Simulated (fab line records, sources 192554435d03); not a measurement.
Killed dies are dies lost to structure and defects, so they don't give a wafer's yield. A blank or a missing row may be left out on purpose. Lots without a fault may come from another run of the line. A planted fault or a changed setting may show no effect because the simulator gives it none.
Chamber matching | flow n5_finfet | N5_BEOL_M8_CURE_75 on uv_cure-03: 3 sister chambers
The step cures SiCOH lowk, time 120 s. 6 wafers are shown with their chamber, then 10 later ones without.

WAFERS WITH THEIR CHAMBER
wafer  | chamber | wafer_temp_C_max | lamp_power_pct (%)
L082.3 | 2       | 371.1            | 52.40
L082.5 | 2       | 371.2            | 52.33
L085.2 | 1       | 371.6            | 52.37
L085.6 | 1       | 371.4            | 52.24
L089.2 | 0       | 370.9            | 52.32
L089.3 | 0       | 370.8            | 52.15

WAFERS WITHOUT THEIR CHAMBER
wafer  | wafer_temp_C_max | lamp_power_pct (%)
L089.5 | 371.3            | 52.28
L090.3 | 371.1            | 52.30
L090.4 | 372.0            | 52.33
L090.5 | 371.3            | 52.22
L091.1 | 370.9            | 52.27
L091.2 | 371.3            | 52.25
L091.3 | 371.3            | 52.26
L095.2 | 371.0            | 52.35
L095.3 | 371.1            | 52.25
L095.4 | 371.2            | 52.27

WHICH CHAMBER EACH WENT THROUGH
wafer  | from the rows above     | in truth
L089.5 | can't be placed: 2 or 1 | 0
L090.3 | can't be placed: 2 or 0 | 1
L090.4 | 1                       | 1
L090.5 | can't be placed: 2 or 1 | 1
L091.1 | 0                       | 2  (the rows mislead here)
L091.2 | can't be placed: 2 or 1 | 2
L091.3 | can't be placed: 2 or 1 | 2
L095.2 | can't be placed: 2 or 0 | 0
L095.3 | can't be placed: 2 or 0 | 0
L095.4 | can't be placed: 2 or 1 | 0
Placed correctly: 1 of 10. Can't be placed from these rows: 8 (the true chamber is among the candidates in 5). Placed wrongly: 1.
How it was worked out, from the rows above alone: a wafer's distance from a chamber is the root of the sum, over the readings, of the square of ((its reading less the chamber's mean) divided by the reading's scatter). The wafer belongs to the nearest chamber; if the next one is less than 2 further off, it can't be placed. A chamber's mean is the mean of its shown wafers. The scatter: the root of (the sum of the squares of (reading less its chamber's mean) over the shown wafers, divided by (wafers less chambers)).
